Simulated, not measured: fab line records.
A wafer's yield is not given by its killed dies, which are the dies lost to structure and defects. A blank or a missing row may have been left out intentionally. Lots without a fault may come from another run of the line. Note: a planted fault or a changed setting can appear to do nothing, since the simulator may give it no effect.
Which tool is to blame? || flow n5_finfet || Sampling: 12 lots, 33 wafers, 5 of 1938 route steps

## WHAT EACH GAUGE READ, for each wafer
N5_BEOL_M4_RC_MEAS_101.
{"lot": "L291", "measured": "day 8 23:01", "on": "prober-02", "DIBL_N (mV/V)": "35.5 38.1 38.1", "DIBL_P (mV/V)": "34.9 37.4 38.4", "IOFF_N (nA/um)": "0.14 0.18 0.19", "IOFF_P (nA/um)": "0.22 0.26 0.28", "ION_N (uA/um)": "681 683 691", "ION_P (uA/um)": "465 468 471", "SS_N (mV/dec)": "71.0 71.8 71.3", "SS_P (mV/dec)": "73.4 73.6 73.9", "VT_N (mV)": "248 248 245", "VT_P (mV)": "-249 -246 -247"}
{"lot": "L295", "measured": "day 9 14:35", "on": "prober-01", "DIBL_N (mV/V)": "34.5 35.3 32.5", "DIBL_P (mV/V)": "36.6 36.7 32.8", "IOFF_N (nA/um)": "0.17 0.18 0.12", "IOFF_P (nA/um)": "0.26 0.25 0.18", "ION_N (uA/um)": "682 685 666", "ION_P (uA/um)": "477 473 460", "SS_N (mV/dec)": "70.6 71.1 70.1", "SS_P (mV/dec)": "72.9 72.7 71.6", "VT_N (mV)": "245 245 253", "VT_P (mV)": "-245 -245 -249"}
{"lot": "L296", "measured": "day 9 14:20", "on": "prober-02", "DIBL_N (mV/V)": "36.7 35.8 35.3", "DIBL_P (mV/V)": "36.3 34.3 34.4", "IOFF_N (nA/um)": "0.16 0.14 0.14", "IOFF_P (nA/um)": "0.21 0.17 0.18", "ION_N (uA/um)": "684 684 674", "ION_P (uA/um)": "467 462 462", "SS_N (mV/dec)": "70.8 71.0 70.6", "SS_P (mV/dec)": "73.6 73.2 72.6", "VT_N (mV)": "249 252 251", "VT_P (mV)": "-251 -254 -250"}
{"lot": "L298", "measured": "day 9 22:29", "on": "prober-01", "DIBL_N (mV/V)": "34.2 36.1", "DIBL_P (mV/V)": "34.3 35.9", "IOFF_N (nA/um)": "0.13 0.17", "IOFF_P (nA/um)": "0.19 0.21", "ION_N (uA/um)": "670 683", "ION_P (uA/um)": "454 465", "SS_N (mV/dec)": "71.1 72.0", "SS_P (mV/dec)": "73.6 73.6", "VT_N (mV)": "251 249", "VT_P (mV)": "-250 -251"}
{"lot": "L299", "measured": "day 9 18:01", "on": "prober-01", "DIBL_N (mV/V)": "37.9 38.0", "DIBL_P (mV/V)": "40.0 40.4", "IOFF_N (nA/um)": "0.17 0.19", "IOFF_P (nA/um)": "0.19 0.20", "ION_N (uA/um)": "677 688", "ION_P (uA/um)": "452 453", "SS_N (mV/dec)": "72.1 72.6", "SS_P (mV/dec)": "74.2 74.5", "VT_N (mV)": "251 248", "VT_P (mV)": "-259 -258"}
{"lot": "L302", "measured": "day 11 10:43", "on": "prober-01", "DIBL_N (mV/V)": "33.8 33.5", "DIBL_P (mV/V)": "34.2 33.8", "IOFF_N (nA/um)": "0.14 0.14", "IOFF_P (nA/um)": "0.20 0.19", "ION_N (uA/um)": "687 684", "ION_P (uA/um)": "469 473", "SS_N (mV/dec)": "71.0 70.9", "SS_P (mV/dec)": "72.1 73.0", "VT_N (mV)": "248 249", "VT_P (mV)": "-251 -251"}
{"lot": "L303", "measured": "day 11 11:38", "on": "prober-01", "DIBL_N (mV/V)": "35.9 36.5 36.0", "DIBL_P (mV/V)": "35.8 36.3 35.3", "IOFF_N (nA/um)": "0.15 0.14 0.14", "IOFF_P (nA/um)": "0.22 0.21 0.21", "ION_N (uA/um)": "681 679 677", "ION_P (uA/um)": "470 469 469", "SS_N (mV/dec)": "71.1 71.9 71.3", "SS_P (mV/dec)": "73.0 73.3 73.0", "VT_N (mV)": "249 252 253", "VT_P (mV)": "-252 -250 -247"}
{"lot": "L304", "measured": "day 11 16:52", "on": "prober-02", "DIBL_N (mV/V)": "35.0 35.4 37.5", "DIBL_P (mV/V)": "34.6 34.7 37.4", "IOFF_N (nA/um)": "0.13 0.14 0.17", "IOFF_P (nA/um)": "0.23 0.22 0.26", "ION_N (uA/um)": "676 680 680", "ION_P (uA/um)": "477 474 472", "SS_N (mV/dec)": "70.9 70.7 71.7", "SS_P (mV/dec)": "72.0 72.6 73.8", "VT_N (mV)": "248 250 249", "VT_P (mV)": "-246 -246 -244"}
{"lot": "L305", "measured": "day 11 20:20", "on": "prober-02", "DIBL_N (mV/V)": "36.4 35.0 39.0", "DIBL_P (mV/V)": "36.9 34.7 40.1", "IOFF_N (nA/um)": "0.16 0.14 0.22", "IOFF_P (nA/um)": "0.22 0.18 0.26", "ION_N (uA/um)": "679 657 684", "ION_P (uA/um)": "467 456 472", "SS_N (mV/dec)": "71.7 71.7 71.9", "SS_P (mV/dec)": "73.8 72.3 74.4", "VT_N (mV)": "252 252 246", "VT_P (mV)": "-250 -252 -248"}
{"lot": "L309", "measured": "day 12 16:13", "on": "prober-02", "DIBL_N (mV/V)": "39.7 36.6 36.5", "DIBL_P (mV/V)": "41.2 37.7 37.4", "IOFF_N (nA/um)": "0.23 0.15 0.15", "IOFF_P (nA/um)": "0.28 0.22 0.20", "ION_N (uA/um)": "703 672 681", "ION_P (uA/um)": "477 469 469", "SS_N (mV/dec)": "72.0 71.9 71.9", "SS_P (mV/dec)": "73.9 73.8 72.5", "VT_N (mV)": "244 249 249", "VT_P (mV)": "-247 -250 -250"}
{"lot": "L310", "measured": "day 12 19:34", "on": "prober-02", "DIBL_N (mV/V)": "34.7 36.7 34.3", "DIBL_P (mV/V)": "37.0 39.3 35.5", "IOFF_N (nA/um)": "0.15 0.20 0.14", "IOFF_P (nA/um)": "0.19 0.22 0.16", "ION_N (uA/um)": "681 691 679", "ION_P (uA/um)": "464 467 456", "SS_N (mV/dec)": "71.3 71.7 71.2", "SS_P (mV/dec)": "73.2 73.9 72.3", "VT_N (mV)": "246 244 250", "VT_P (mV)": "-253 -252 -255"}
{"lot": "L312", "measured": "day 14 01:46", "on": "prober-01", "DIBL_N (mV/V)": "37.9 38.5 37.8", "DIBL_P (mV/V)": "36.6 37.6 37.1", "IOFF_N (nA/um)": "0.17 0.20 0.19", "IOFF_P (nA/um)": "0.21 0.24 0.22", "ION_N (uA/um)": "691 696 703", "ION_P (uA/um)": "463 469 470", "SS_N (mV/dec)": "71.6 71.7 71.1", "SS_P (mV/dec)": "73.4 74.8 73.7", "VT_N (mV)": "248 245 245", "VT_P (mV)": "-250 -247 -249"}

## TOOL THAT RAN EACH LOT (tool first, then ch and the chambers of the sampled wafers, then the start)
{"lot": "L291", "N5_BEOL_M1_ANNEAL_87": "pvd_sputter-01, day 7 12:25", "N5_BEOL_M1_SPUTTER_90": "pvd_sputter-01, day 7 12:46", "N5_BEOL_M1_ANNEAL_91": "pvd_sputter-01, day 7 12:51", "N5_BEOL_M1_ANNEAL_93": "pvd_sputter-01, day 7 13:04"}
{"lot": "L295", "N5_BEOL_M1_ANNEAL_87": "pvd_sputter-01, day 7 22:30", "N5_BEOL_M1_SPUTTER_90": "pvd_sputter-01, day 7 22:52", "N5_BEOL_M1_ANNEAL_91": "pvd_sputter-01, day 7 22:56", "N5_BEOL_M1_ANNEAL_93": "pvd_sputter-01, day 7 23:10"}
{"lot": "L296", "N5_BEOL_M1_ANNEAL_87": "pvd_sputter-03, day 8 01:35", "N5_BEOL_M1_SPUTTER_90": "pvd_sputter-03, day 8 01:56", "N5_BEOL_M1_ANNEAL_91": "pvd_sputter-03, day 8 02:01", "N5_BEOL_M1_ANNEAL_93": "pvd_sputter-03, day 8 02:14"}
{"lot": "L298", "N5_BEOL_M1_ANNEAL_87": "pvd_sputter-02, day 8 05:08", "N5_BEOL_M1_SPUTTER_90": "pvd_sputter-02, day 8 05:28", "N5_BEOL_M1_ANNEAL_91": "pvd_sputter-02, day 8 05:34", "N5_BEOL_M1_ANNEAL_93": "pvd_sputter-02, day 8 05:47"}
{"lot": "L299", "N5_BEOL_M1_ANNEAL_87": "pvd_sputter-03, day 8 06:02", "N5_BEOL_M1_SPUTTER_90": "pvd_sputter-03, day 8 06:24", "N5_BEOL_M1_ANNEAL_91": "pvd_sputter-03, day 8 06:29", "N5_BEOL_M1_ANNEAL_93": "pvd_sputter-03, day 8 06:42"}
{"lot": "L302", "N5_BEOL_M1_ANNEAL_87": "pvd_sputter-01, day 9 16:17", "N5_BEOL_M1_SPUTTER_90": "pvd_sputter-01, day 9 16:39", "N5_BEOL_M1_ANNEAL_91": "pvd_sputter-01, day 9 16:44", "N5_BEOL_M1_ANNEAL_93": "pvd_sputter-01, day 9 16:57"}
{"lot": "L303", "N5_BEOL_M1_ANNEAL_87": "pvd_sputter-01, day 10 03:39", "N5_BEOL_M1_SPUTTER_90": "pvd_sputter-01, day 10 04:01", "N5_BEOL_M1_ANNEAL_91": "pvd_sputter-01, day 10 04:05", "N5_BEOL_M1_ANNEAL_93": "pvd_sputter-01, day 10 04:19"}
{"lot": "L304", "N5_BEOL_M1_ANNEAL_87": "pvd_sputter-02, day 10 05:10", "N5_BEOL_M1_SPUTTER_90": "pvd_sputter-02, day 10 05:31", "N5_BEOL_M1_ANNEAL_91": "pvd_sputter-02, day 10 05:36", "N5_BEOL_M1_ANNEAL_93": "pvd_sputter-02, day 10 05:49"}
{"lot": "L305", "N5_BEOL_M1_ANNEAL_87": "pvd_sputter-03, day 10 05:25", "N5_BEOL_M1_SPUTTER_90": "pvd_sputter-03, day 10 05:46", "N5_BEOL_M1_ANNEAL_91": "pvd_sputter-03, day 10 05:51", "N5_BEOL_M1_ANNEAL_93": "pvd_sputter-03, day 10 06:04"}
{"lot": "L309", "N5_BEOL_M1_ANNEAL_87": "pvd_sputter-02, day 10 23:43", "N5_BEOL_M1_SPUTTER_90": "pvd_sputter-02, day 11 00:04", "N5_BEOL_M1_ANNEAL_91": "pvd_sputter-02, day 11 00:09", "N5_BEOL_M1_ANNEAL_93": "pvd_sputter-02, day 11 00:22"}
{"lot": "L310", "N5_BEOL_M1_ANNEAL_87": "pvd_sputter-01, day 11 04:41", "N5_BEOL_M1_SPUTTER_90": "pvd_sputter-01, day 11 05:02", "N5_BEOL_M1_ANNEAL_91": "pvd_sputter-01, day 11 05:07", "N5_BEOL_M1_ANNEAL_93": "pvd_sputter-01, day 11 05:20"}
{"lot": "L312", "N5_BEOL_M1_ANNEAL_87": "pvd_sputter-01, day 12 04:08", "N5_BEOL_M1_SPUTTER_90": "pvd_sputter-01, day 12 04:29", "N5_BEOL_M1_ANNEAL_91": "pvd_sputter-01, day 12 04:34", "N5_BEOL_M1_ANNEAL_93": "pvd_sputter-01, day 12 04:47"}
- N5_BEOL_M1_ANNEAL_87: time 240 s.
- N5_BEOL_M1_SPUTTER_90: material Cu, target thk 4.5 nm, time 8.29 s.
- N5_BEOL_M1_ANNEAL_91: time 240 s.
- N5_BEOL_M1_ANNEAL_93: time 240 s.

## AS READ BY THE TOOLS THEMSELVES (means over the sampled wafers that have a number; for cases with no such wafer, the mark the record gives instead)
N5_BEOL_M1_ANNEAL_87.
{"lot": "L291", "tool": "pvd_sputter-01", "heater_power_w (W)": 774}
{"lot": "L295", "tool": "pvd_sputter-01", "heater_power_w (W)": 818}
{"lot": "L296", "tool": "pvd_sputter-03", "heater_power_w (W)": 772}
{"lot": "L298", "tool": "pvd_sputter-02", "heater_power_w (W)": 706}
{"lot": "L299", "tool": "pvd_sputter-03", "heater_power_w (W)": 832}
{"lot": "L302", "tool": "pvd_sputter-01", "heater_power_w (W)": 793}
{"lot": "L303", "tool": "pvd_sputter-01", "heater_power_w (W)": 817}
{"lot": "L304", "tool": "pvd_sputter-02", "heater_power_w (W)": 725}
{"lot": "L305", "tool": "pvd_sputter-03", "heater_power_w (W)": 789}
{"lot": "L309", "tool": "pvd_sputter-02", "heater_power_w (W)": 783}
{"lot": "L310", "tool": "pvd_sputter-01", "heater_power_w (W)": 789}
{"lot": "L312", "tool": "pvd_sputter-01", "heater_power_w (W)": 809}

N5_BEOL_M1_SPUTTER_90.
{"lot": "L291", "tool": "pvd_sputter-01", "chamber_pressure_pa (Pa)": 0.07008, "throttle_valve_pct (%)": 30.3}
{"lot": "L295", "tool": "pvd_sputter-01", "chamber_pressure_pa (Pa)": 0.06981, "throttle_valve_pct (%)": 30.1}
{"lot": "L296", "tool": "pvd_sputter-03", "chamber_pressure_pa (Pa)": 0.07005, "throttle_valve_pct (%)": 30.5}
{"lot": "L298", "tool": "pvd_sputter-02", "chamber_pressure_pa (Pa)": 0.07012, "throttle_valve_pct (%)": 30.3}
{"lot": "L299", "tool": "pvd_sputter-03", "chamber_pressure_pa (Pa)": 0.07004, "throttle_valve_pct (%)": 32.0}
{"lot": "L302", "tool": "pvd_sputter-01", "chamber_pressure_pa (Pa)": 0.06991, "throttle_valve_pct (%)": 29.6}
{"lot": "L303", "tool": "pvd_sputter-01", "chamber_pressure_pa (Pa)": 0.06994, "throttle_valve_pct (%)": 30.0}
{"lot": "L304", "tool": "pvd_sputter-02", "chamber_pressure_pa (Pa)": 0.06985, "throttle_valve_pct (%)": 31.0}
{"lot": "L305", "tool": "pvd_sputter-03", "chamber_pressure_pa (Pa)": 0.06998, "throttle_valve_pct (%)": 30.9}
{"lot": "L309", "tool": "pvd_sputter-02", "chamber_pressure_pa (Pa)": 0.07001, "throttle_valve_pct (%)": 30.4}
{"lot": "L310", "tool": "pvd_sputter-01", "chamber_pressure_pa (Pa)": 0.08869, "throttle_valve_pct (%)": 26.7}
{"lot": "L312", "tool": "pvd_sputter-01", "chamber_pressure_pa (Pa)": 0.08864, "throttle_valve_pct (%)": 26.9}

N5_BEOL_M1_ANNEAL_91.
{"lot": "L291", "tool": "pvd_sputter-01", "heater_power_w (W)": 774}
{"lot": "L295", "tool": "pvd_sputter-01", "heater_power_w (W)": 824}
{"lot": "L296", "tool": "pvd_sputter-03", "heater_power_w (W)": 771}
{"lot": "L298", "tool": "pvd_sputter-02", "heater_power_w (W)": 727}
{"lot": "L299", "tool": "pvd_sputter-03", "heater_power_w (W)": 832}
{"lot": "L302", "tool": "pvd_sputter-01", "heater_power_w (W)": 810}
{"lot": "L303", "tool": "pvd_sputter-01", "heater_power_w (W)": 821}
{"lot": "L304", "tool": "pvd_sputter-02", "heater_power_w (W)": 732}
{"lot": "L305", "tool": "pvd_sputter-03", "heater_power_w (W)": 781}
{"lot": "L309", "tool": "pvd_sputter-02", "heater_power_w (W)": 769}
{"lot": "L310", "tool": "pvd_sputter-01", "heater_power_w (W)": 781}
{"lot": "L312", "tool": "pvd_sputter-01", "heater_power_w (W)": 820}

N5_BEOL_M1_ANNEAL_93.
{"lot": "L291", "tool": "pvd_sputter-01", "heater_power_w (W)": 787}
{"lot": "L295", "tool": "pvd_sputter-01", "heater_power_w (W)": 809}
{"lot": "L296", "tool": "pvd_sputter-03", "heater_power_w (W)": 776}
{"lot": "L298", "tool": "pvd_sputter-02", "heater_power_w (W)": 717}
{"lot": "L299", "tool": "pvd_sputter-03", "heater_power_w (W)": 822}
{"lot": "L302", "tool": "pvd_sputter-01", "heater_power_w (W)": 802}
{"lot": "L303", "tool": "pvd_sputter-01", "heater_power_w (W)": 813}
{"lot": "L304", "tool": "pvd_sputter-02", "heater_power_w (W)": 729}
{"lot": "L305", "tool": "pvd_sputter-03", "heater_power_w (W)": 769}
{"lot": "L309", "tool": "pvd_sputter-02", "heater_power_w (W)": 784}
{"lot": "L310", "tool": "pvd_sputter-01", "heater_power_w (W)": 787}
{"lot": "L312", "tool": "pvd_sputter-01", "heater_power_w (W)": 799}

## THE ANSWER, worked out from the rows above alone
Rule: usual is defined by the lots themselves. Put in order of their means at a reading, lots are off if they are a third of the lots or fewer, leave a main group of 4 or more, and stand apart from it by a gap of 3 or more times the standard deviation of the main group's means; of several such gaps the widest counts. The tables above print the reading to a certain number of digits; a main group whose means all agree to those digits is not used. A lot without any number at a reading at which 4 lots or more have one is off too. Any other lot the step has rows for is counted as sound. Order of review: gauges by route order, followed by the tools' own readings, for which a lot's mean as printed above is used. The first step at which some lot is off is used, and at that step the reading that is off furthest; a lot without a number counts as furthest.
Off at N5_BEOL_M1_SPUTTER_90 (chamber_pressure_pa): L310, L312. The main group: mean 0.06998 Pa, standard deviation 9.6e-05.
A tool fits if, at that step or a process step before it, it ran every lot that is off, and no sound lot after the first of them. One fits: N5_BEOL_M1_ANNEAL_87 and N5_BEOL_M1_SPUTTER_90 on pvd_sputter-01. At N5_BEOL_M1_ANNEAL_87 its last sound lot is L303 (day 10 03:39), its first lot that is off L310 (day 11 04:41): a fault that began between those two fits.

## WHAT THE SIMULATOR HAD INSERTED
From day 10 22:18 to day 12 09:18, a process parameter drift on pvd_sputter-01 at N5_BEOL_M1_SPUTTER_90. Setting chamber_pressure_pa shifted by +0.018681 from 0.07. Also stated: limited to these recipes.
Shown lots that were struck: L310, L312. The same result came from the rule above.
